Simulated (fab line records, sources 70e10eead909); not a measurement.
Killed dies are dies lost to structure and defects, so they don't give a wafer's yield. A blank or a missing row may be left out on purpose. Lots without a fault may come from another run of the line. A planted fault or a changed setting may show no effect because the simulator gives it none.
fab line records | flow nand_harc | part 1 of 2: steps 1 to 4 of 6
record lots=22 wafers=66 last_day=34
route steps=1302 shown A_CONTACT@1006
lots that met no fault: from a run of the same line without faults
start_h: hours from the record's first day to the start of the lot's first wafer shown | wait_h: hours since the lot's step before | " the same as in the row above | L1.1+2: a row that stands for several wafers | - no value, or no start given | * or withheld: withheld | < > ~ a bound
route shown NAME@n: a module of which the file shows steps, and the number in the route of the first | usual: mean/standard deviation of fault-free wafers | same: alike in all rows | chamber/n: place in a boat | sites: the reading at each site | _std_site: their standard deviation | _edge_site: outer sites' mean less inner sites' | radius_mm: how far each site lies from the wafer's centre | mask NAME#n: copy n | behind: the tool/chamber that last shaped the wafer | hold: why the lot was held/for how many hours/how that ended | device: the transistor (n, p or np) that didn't switch | end of line: the same wafers' tests at the end of the route | a step without rows: its recipe alone | killed: dies lost to structure and defects at the first sort, not the wafer's yield | map: a wafer's dies, x killed, . not, _ none there
set.NAME: the setting as run; set.NAME@STEP: as run at that earlier step | model.NAME: the simulator's own value behind a step, which no gauge read
steps of the route over a sample of lots; a table a step, a row a wafer
services: from which hour (start_h, from the record's first day; less than 0 if before it) a tool's chamber was out of use, for how many hours, and why
## steps
# step NHARC_A_CONTACT_ETCH_112
# recipe source_w=withheld pressure_mtorr=20 bias_v=3000 time_s=190 target_depth_a=18500 ar_flow_sccm=withheld c4f8_flow_sccm=withheld o2_flow_sccm=withheld chemistry=C4F8/O2/Ar
# columns lot.wafer tool chamber start_h wait_h rf_hours_counter_h
L074.2 har_cap_etch-01 1 488.71 0.2 126
L074.3 " 1 " " -
L074.5 " 1 " " -
L075.2 har_cap_etch-03 0 505.08 0.2 39
L075.1 " 1 " " 39
L075.4 " 1 " " -
L076.1 har_cap_etch-02 1 505.72 0.2 86
L076.2 " 0 " " 86
L076.6 " 0 " " -
L077.2 har_cap_etch-03 0 508.30 0.2 41
L077.6 " 0 " " -
L077.5 " 1 " " -
L078.2 har_cap_etch-01 0 519.95 0.2 2
L078.3 " 0 " " -
L078.6 " 1 " " -
L080.2 har_cap_etch-01 1 553.01 0.2 7
L080.3 " 1 " " -
L080.5 " 0 " " -
L081.3 har_cap_etch-02 0 571.47 0.2 -
L081.5 " 0 " " -
L081.6 " 1 " " -
L083.2 har_cap_etch-02 0 584.13 0.2 99
L083.5 " 1 " " -
L083.6 " 0 " " -
L082.2 har_cap_etch-03 1 593.64 0.2 54
L082.4 " 1 " " -
L082.3 " 0 " " -
L084.2 har_cap_etch-01 1 600.15 0.2 12
L084.1 " 0 " " 12
L084.4 " 1 " " -
L085.1 har_cap_etch-02 1 603.51 0.2 103
L085.3 " 1 " " -
L085.6 " 1 " " -
L086.1 har_cap_etch-02 1 626.92 0.2 107
L086.6 " 1 " " -
L086.5 " 0 " " -
L087.3 har_cap_etch-03 1 631.63 0.2 -
L087.4 " 0 " " -
L087.6 " 0 " " -
L088.3 har_cap_etch-01 0 633.62 0.2 -
L088.5 " 0 " " -
L088.6 " 1 " " -
L091.1 har_cap_etch-02 1 645.50 0.2 111
L091.2 " 0 " " 111
L091.3 " 1 " " -
L089.4 har_cap_etch-01 0 649.69 0.2 -
L089.3 " 1 " " -
L089.6 " 0 " " -
L092.4 har_cap_etch-03 0 670.86 0.2 -
L092.5 " 1 " " -
L092.6 " 0 " " -
L094.1 har_cap_etch-01 0 678.42 0.2 30
L094.2 " 1 " " 30
L094.3 " 0 " " -
L093.1 har_cap_etch-03 0 684.26 0.2 72
L093.4 " 1 " " -
L093.3 " 0 " " -
L095.4 har_cap_etch-02 0 700.57 0.2 -
L095.5 " 0 " " -
L095.6 " 1 " " -
L097.2 har_cap_etch-01 1 723.77 0.2 37
L097.3 " 1 " " -
L097.5 " 0 " " -
L096.2 har_cap_etch-01 1 736.02 0.2 39
L096.3 " 1 " " -
L096.6 " 0 " " -
# step NHARC_A_CONTACT_ETCH_102
# recipe target_depth_a=1000 overetch_a=100 time_s=55 ion_energy_ev=100 cf4_flow_sccm=80 o2_flow_sccm=20 ar_flow_sccm=0 rf_w=300 bias_w=100 chemistry=CF4/O2
# usual drypump_motor_current_A=5.9/0.34 oes_product_au=1.003/0.008 rf_vpp_V=198.4/1.4 showerhead_plenum_p_Torr=1.37/0.059 throttle_valve_pct=13.396/0.008
# columns lot.wafer tool chamber start_h wait_h drypump_motor_current_A oes_product_au rf_hours_counter_h rf_vpp_V showerhead_plenum_p_Torr throttle_valve_pct
L074.2 rie_diel-07 1 492.08 0.1 5.9 1.007 2 199.6 1.39 13.397
L074.3 " 2 " " 6.1 1.016 3 198.5 1.44 13.404
L074.5 " 0 " " 6.1 0.999 - 198.8 1.39 13.387
L075.2 rie_diel-11 2 508.45 0.1 5.6 1.008 19 194.3 1.24 13.390
L075.1 " 3 " " 5.8 1.008 18 199.2 1.44 13.386
L075.4 " 0 " " 6.4 1.002 18 196.5 1.31 13.399
L076.1 rie_diel-07 1 509.10 0.1 6.0 0.998 4 197.9 1.39 13.391
L076.2 " 3 " " 6.3 1.007 5 198.4 1.37 13.409
L076.6 " 2 " " 6.1 1.007 - 199.7 1.44 13.395
L077.2 rie_diel-07 0 511.66 0.0 6.2 1.006 5 198.5 1.39 13.385
L077.5 " 0 " " 6.2 0.998 - 198.6 1.39 13.393
L077.6 " 1 " " 5.9 0.991 - 199.3 1.39 13.387
L078.2 rie_diel-07 2 523.61 0.1 6.1 1.020 9 199.0 1.44 13.400
L078.3 " 3 " " 6.2 0.998 9 197.8 1.37 13.388
L078.6 " 2 " " 6.0 1.002 - 199.5 1.44 13.399
L080.3 rie_diel-07 2 556.37 0.1 6.1 1.018 14 200.5 1.43 13.393
L080.2 " 3 " " 6.2 1.001 14 198.9 1.37 13.395
L080.5 " 2 " " 6.1 1.010 - 198.4 1.43 13.393
L081.3 rie_diel-11 0 574.79 0.1 6.4 1.002 44 196.7 1.31 13.391
L081.6 " 3 " " 5.8 1.006 - 200.0 1.44 13.415
L081.5 " 0 " " 6.4 0.996 - 196.1 1.31 13.399
L083.2 rie_diel-07 1 587.72 0.3 5.9 1.002 19 197.5 1.39 13.397
L083.5 " 0 " " 6.2 1.012 - 197.7 1.39 13.378
L083.6 " 1 " " 5.9 1.004 - 199.9 1.39 13.400
L082.3 rie_diel-11 2 597.07 0.0 5.5 0.991 53 195.5 1.23 13.405
L082.2 " 3 " " 5.8 1.010 50 198.2 1.43 13.393
L082.4 " 0 " " 6.4 1.018 52 196.1 1.30 13.389
L084.4 rie_diel-04 0 603.53 0.1 5.2 1.000 9 195.5 1.25 13.396
L084.2 " 1 " " 5.3 0.997 22 198.6 1.41 13.389
L084.1 " 3 " " 6.3 1.001 21 197.9 1.31 13.406
L085.3 rie_diel-04 2 606.84 0.0 5.7 0.999 22 199.0 1.32 13.415
L085.1 " 0 " " 5.2 1.000 10 195.7 1.25 13.398
L085.6 " 2 " " 5.7 1.014 - 198.0 1.33 13.389
L086.1 rie_diel-04 2 631.10 0.1 5.7 1.016 31 198.2 1.32 13.389
L086.5 " 3 " " 6.3 1.007 - 197.6 1.31 13.379
L086.6 " 0 " " 5.2 1.009 - 197.6 1.25 13.388
L087.3 rie_diel-07 1 634.96 0.1 5.9 1.002 29 199.9 1.39 13.404
L087.4 " 2 " " 6.0 1.009 26 198.8 1.43 13.395
L087.6 " 0 " " 6.1 1.016 - 198.2 1.38 13.399
L088.3 rie_diel-11 3 636.95 0.1 5.8 1.000 4 199.5 1.43 13.389
L088.6 " 0 " " 6.4 0.991 - 197.9 1.30 13.404
L088.5 " 1 " " 5.8 0.987 - 197.5 1.37 13.398
L091.3 rie_diel-04 2 648.91 0.0 5.7 1.011 36 198.8 1.32 13.414
L091.2 " 0 " " 5.2 0.998 24 195.6 1.25 13.410
L091.1 " 1 " " 5.4 0.999 37 199.8 1.41 13.384
L089.3 rie_diel-11 0 653.58 0.1 6.4 0.995 9 196.1 1.30 13.414
L089.4 " 1 " " 5.8 0.981 11 199.2 1.37 13.392
L089.6 " 3 " " 5.8 0.996 - 200.9 1.43 13.409
L092.4 rie_diel-11 0 674.22 0.1 6.5 0.997 17 196.1 1.30 13.402
L092.6 " 2 " " 5.6 0.999 - 199.1 1.44 13.406
L092.5 " 3 " " 5.8 1.004 - 199.6 1.43 13.407
L094.1 rie_diel-04 1 682.21 0.1 5.4 1.017 44 200.0 1.41 13.408
L094.3 " 2 " " 5.7 1.011 46 197.8 1.32 13.380
L094.2 " 0 " " 5.2 1.009 36 196.2 1.25 13.401
L093.3 rie_diel-07 3 687.63 0.0 6.2 1.011 7 198.2 1.36 13.391
L093.1 " 0 " " 6.1 1.012 4 199.2 1.38 13.392
L093.4 " 2 " " 6.1 0.997 7 201.7 1.43 13.388
L095.4 rie_diel-07 1 703.87 0.1 5.9 1.002 7 198.7 1.38 13.400
L095.5 " 1 " " 5.9 0.992 - 198.0 1.38 13.401
L095.6 " 2 " " 6.1 1.006 - 199.6 1.43 13.399
L097.2 rie_diel-07 3 727.24 0.0 6.3 1.006 9 200.2 1.36 13.383
L097.3 " 2 " " 6.0 0.996 9 200.6 1.43 13.389
L097.5 " 3 " " 6.3 1.004 - 198.8 1.36 13.391
L096.2 rie_diel-04 3 739.38 0.1 6.2 1.010 7 196.2 1.30 13.397
L096.3 " 0 " " 5.2 1.006 8 196.2 1.24 13.383
L096.6 " 0 " " 5.2 0.990 - 195.3 1.24 13.394
# step NHARC_A_CONTACT_STRIP_55
# recipe o2_flow_sccm=500 ar_flow_sccm=0 bias_w=0 chemistry=O2
# usual drypump_motor_current_A=5.9/0.33 oes_product_au=1.004/0.0071 rf_vpp_V=58.0/0.87 showerhead_plenum_p_Torr=3.62/0.14 throttle_valve_pct=17.036/0.0088
# columns lot.wafer tool chamber start_h wait_h drypump_motor_current_A oes_product_au rf_hours_counter_h rf_vpp_V showerhead_plenum_p_Torr throttle_valve_pct
L074.2 rie_diel-07 3 - - 6.3 0.996 3 59.3 3.61 17.021
L074.3 " 1 " " 5.9 0.998 2 57.8 3.67 17.040
L074.5 " 3 " " 6.3 0.992 - 58.5 3.61 17.032
L075.4 rie_diel-11 0 - - 6.4 0.994 18 57.3 3.47 17.033
L075.1 " 1 " " 5.8 0.987 19 59.1 3.63 17.030
L075.2 " 3 " " 5.8 1.001 18 59.6 3.80 17.036
L076.1 rie_diel-07 1 - - 5.9 0.999 4 57.6 3.67 17.038
L076.2 " 3 " " 6.3 1.006 5 58.5 3.61 17.034
L076.6 " 0 " " 6.2 1.006 - 57.3 3.67 17.025
L077.2 rie_diel-07 3 - - 6.3 0.997 5 58.2 3.61 17.037
L077.5 " 3 " " 6.2 1.008 - 57.2 3.61 17.016
L077.6 " 0 " " 6.2 1.011 - 58.1 3.67 17.045
L078.3 rie_diel-07 3 - - 6.2 1.019 9 58.9 3.61 17.039
L078.2 " 1 " " 5.9 1.008 9 56.7 3.67 17.039
L078.6 " 3 " " 6.3 1.013 - 58.1 3.61 17.039
L080.3 rie_diel-07 2 - - 6.1 1.011 14 56.3 3.78 17.031
L080.2 " 3 " " 6.2 1.007 14 57.8 3.61 17.040
L080.5 " 0 " " 6.2 1.008 - 58.5 3.66 17.029
L081.3 rie_diel-11 2 - - 5.6 0.997 42 57.1 3.27 17.036
L081.5 " 2 " " 5.6 1.009 - 58.8 3.27 17.031
L081.6 " 3 " " 5.8 1.004 - 58.8 3.79 17.034
L083.2 rie_diel-07 1 - - 5.9 1.012 19 58.3 3.66 17.023
L083.5 " 0 " " 6.1 1.011 - 58.4 3.66 17.042
L083.6 " 1 " " 6.0 1.007 - 58.5 3.66 17.048
L082.3 rie_diel-11 1 - - 5.8 0.999 51 58.8 3.61 17.031
L082.2 " 2 " " 5.6 0.998 53 57.0 3.27 17.038
L082.4 " 3 " " 5.8 1.011 50 58.4 3.78 17.030
L084.2 rie_diel-04 2 - - 5.7 1.002 21 58.3 3.50 17.029
L084.1 " 3 " " 6.2 1.002 21 56.3 3.47 17.026
L084.4 " 0 " " 5.2 1.001 9 58.3 3.32 17.049
L085.1 rie_diel-04 3 - - 6.2 1.007 21 57.4 3.47 17.029
L085.3 " 0 " " 5.2 1.007 10 58.3 3.32 17.034
L085.6 " 2 " " 5.7 1.010 - 58.1 3.50 17.032
L086.1 rie_diel-04 0 - - 5.2 0.992 18 58.0 3.32 17.044
L086.5 " 1 " " 5.3 1.001 - 59.2 3.72 17.060
L086.6 " 2 " " 5.7 0.994 - 56.9 3.50 17.047
L087.3 rie_diel-07 0 - - 6.2 1.005 29 58.8 3.65 17.045
L087.4 " 2 " " 6.1 1.013 26 57.9 3.77 17.048
L087.6 " 0 " " 6.1 1.010 - 58.5 3.65 17.032
L088.3 rie_diel-11 0 - - 6.4 0.993 4 56.9 3.44 17.037
L088.6 " 1 " " 5.8 0.988 - 59.3 3.61 17.049
L088.5 " 2 " " 5.5 1.009 - 57.8 3.80 17.054
L091.1 rie_diel-04 1 - - 5.4 1.005 37 59.1 3.72 17.019
L091.2 " 2 " " 5.7 1.014 36 57.5 3.50 17.034
L091.3 " 0 " " 5.2 1.006 24 56.4 3.32 17.031
L089.3 rie_diel-11 2 - - 5.5 1.011 11 59.3 3.80 17.040
L089.4 " 3 " " 5.8 1.004 10 58.1 3.77 17.036
L089.6 " 2 " " 5.5 1.008 - 58.5 3.80 17.046
L092.4 rie_diel-11 3 - - 5.8 1.004 19 58.2 3.77 17.038
L092.5 " 2 " " 5.6 1.002 - 60.7 3.79 17.044
L092.6 " 3 " " 5.8 1.007 - 57.5 3.76 17.040
L094.1 rie_diel-04 1 - - 5.4 0.994 44 58.3 3.72 17.032
L094.3 " 2 " " 5.7 1.000 46 56.9 3.49 17.043
L094.2 " 0 " " 5.2 0.998 36 56.2 3.31 17.038
L093.4 rie_diel-07 1 - - 6.0 0.999 7 58.3 3.65 17.026
L093.1 " 2 " " 6.1 1.002 7 56.5 3.77 17.052
L093.3 " 0 " " 6.2 1.010 5 59.3 3.65 17.046
L095.4 rie_diel-07 0 - - 6.2 1.006 5 58.4 3.65 17.043
L095.5 " 2 " " 6.1 1.011 - 56.8 3.77 17.029
L095.6 " 3 " " 6.2 1.000 - 56.6 3.59 17.051
L097.2 rie_diel-07 0 - - 6.1 1.004 7 58.4 3.65 17.027
L097.3 " 2 " " 6.1 1.007 9 57.7 3.77 17.030
L097.5 " 1 " " 5.9 1.001 - 57.3 3.65 17.034
L096.2 rie_diel-04 1 - - 5.4 1.016 9 57.3 3.71 17.026
L096.3 " 2 " " 5.7 0.994 8 57.5 3.48 17.041
L096.6 " 2 " " 5.7 1.008 - 56.0 3.48 17.029
# step NHARC_A_CONTACT_STRIP_82
# recipe o2_flow_sccm=500 ar_flow_sccm=0 bias_w=0 chemistry=O2
# usual drypump_motor_current_A=6.0/0.31 oes_product_au=1.003/0.0084 rf_vpp_V=57.8/0.92 showerhead_plenum_p_Torr=3.62/0.13 throttle_valve_pct=17.037/0.0091
# columns lot.wafer tool chamber start_h wait_h drypump_motor_current_A oes_product_au rf_hours_counter_h rf_vpp_V showerhead_plenum_p_Torr throttle_valve_pct
L074.3 rie_diel-11 0 - - 6.4 1.004 17 57.0 3.47 17.058
L074.2 " 2 " " 5.5 1.006 17 56.6 3.28 17.024
L074.5 " 3 " " 5.9 1.000 - 58.5 3.80 17.036
L075.1 rie_diel-11 3 - - 5.8 1.006 21 58.2 3.80 17.029
L075.4 " 0 " " 6.4 0.992 23 58.5 3.46 17.040
L075.2 " 2 " " 5.5 0.994 22 55.2 3.28 17.025
L076.2 rie_diel-04 2 - - 5.7 0.988 50 58.9 3.52 17.035
L076.1 " 3 " " 6.3 0.997 50 58.6 3.49 17.055
L076.6 " 0 " " 5.2 1.010 - 55.8 3.33 17.032
L077.2 rie_diel-07 0 - - 6.1 1.010 7 57.7 3.67 17.040
L077.6 " 0 " " 6.2 1.005 - 58.7 3.67 17.049
L077.5 " 1 " " 5.9 1.016 - 57.5 3.67 17.043
L078.3 rie_diel-11 1 - - 5.8 0.992 33 58.6 3.62 17.034
L078.2 " 2 " " 5.6 0.993 31 58.2 3.28 17.051
L078.6 " 1 " " 5.8 0.997 - 57.7 3.62 17.039
L080.2 rie_diel-11 0 - - 6.4 1.001 43 57.9 3.45 17.037
L080.3 " 1 " " 5.8 0.995 42 56.9 3.62 17.036
L080.5 " 0 " " 6.4 0.993 - 56.7 3.45 17.039
L081.3 rie_diel-04 1 - - 5.4 1.012 12 58.5 3.73 17.037
L081.5 " 0 " " 5.2 0.996 - 57.7 3.33 17.033
L081.6 " 1 " " 5.4 1.006 - 57.5 3.73 17.032
L083.2 rie_diel-07 0 - - 6.2 0.999 21 57.5 3.66 17.025
L083.5 " 2 " " 6.1 1.028 - 59.0 3.78 17.035
L083.6 " 3 " " 6.3 1.004 - 58.2 3.60 17.041
L082.2 rie_diel-07 3 - - 6.3 1.007 24 57.3 3.60 17.049
L082.3 " 0 " " 6.2 0.997 24 58.6 3.66 17.028
L082.4 " 2 " " 6.1 1.020 20 58.3 3.78 17.036
L084.1 rie_diel-07 1 - - 6.0 1.006 25 58.5 3.66 17.025
L084.2 " 2 " " 6.1 1.010 23 59.2 3.77 17.039
L084.4 " 3 " " 6.2 0.993 26 58.2 3.60 17.038
L085.1 rie_diel-07 2 - - 6.1 1.004 23 58.9 3.77 17.019
L085.3 " 0 " " 6.2 0.997 26 57.0 3.66 17.034
L085.6 " 3 " " 6.3 1.005 - 58.0 3.60 17.027
L086.1 rie_diel-07 3 - - 6.2 1.002 31 57.5 3.60 17.040
L086.6 " 2 " " 6.1 1.005 - 58.4 3.77 17.044
L086.5 " 3 " " 6.3 0.999 - 58.2 3.60 17.041
L087.4 rie_diel-07 3 - - 6.3 1.005 33 56.3 3.60 17.047
L087.3 " 1 " " 6.0 0.995 31 58.1 3.65 17.037
L087.6 " 3 " " 6.3 1.020 - 57.3 3.60 17.042
L088.3 rie_diel-07 0 - - 6.2 1.006 32 58.5 3.65 17.036
L088.5 " 2 " " 6.1 1.013 - 58.5 3.77 17.050
L088.6 " 3 " " 6.3 0.998 - 58.1 3.60 17.034
L091.2 rie_diel-07 2 - - 6.1 0.989 0 58.2 3.77 17.036
L091.1 " 3 " " 6.3 0.987 0 58.5 3.60 17.033
L091.3 " 1 " " 6.0 0.993 0 57.4 3.65 17.045
L089.3 rie_diel-04 0 - - 5.2 0.999 30 57.0 3.31 17.041
L089.6 " 2 " " 5.7 1.003 - 57.1 3.49 17.038
L089.4 " 3 " " 6.2 1.011 - 57.5 3.46 17.025
L092.4 rie_diel-07 2 - - 6.1 1.002 7 57.6 3.77 17.040
L092.5 " 1 " " 5.9 0.997 - 57.9 3.65 17.056
L092.6 " 2 " " 6.1 0.999 - 57.3 3.77 17.038
L094.2 rie_diel-07 0 - - 6.2 1.002 5 58.7 3.65 17.043
L094.1 " 2 " " 6.1 1.002 7 57.2 3.77 17.058
L094.3 " 3 " " 6.3 1.013 7 57.8 3.59 17.062
L093.1 rie_diel-04 0 - - 5.2 1.006 41 56.3 3.31 17.032
L093.4 " 1 " " 5.4 1.002 50 58.3 3.71 17.031
L093.3 " 2 " " 5.7 1.024 52 58.0 3.49 17.042
L095.4 rie_diel-07 3 - - 6.3 0.997 8 58.1 3.59 17.051
L095.5 " 2 " " 6.1 0.994 - 58.4 3.77 17.046
L095.6 " 3 " " 6.3 0.990 - 57.7 3.59 17.028
L097.3 rie_diel-07 3 - - 6.2 1.002 12 57.8 3.59 17.036
L097.2 " 0 " " 6.2 1.001 9 58.9 3.65 17.047
L097.5 " 2 " " 6.1 0.989 - 58.4 3.76 17.029
L096.2 rie_diel-07 0 - - 6.1 1.002 12 57.2 3.65 17.030
L096.3 " 1 " " 5.9 1.008 14 58.5 3.65 17.044
L096.6 " 0 " " 6.1 1.010 - 56.4 3.65 17.032
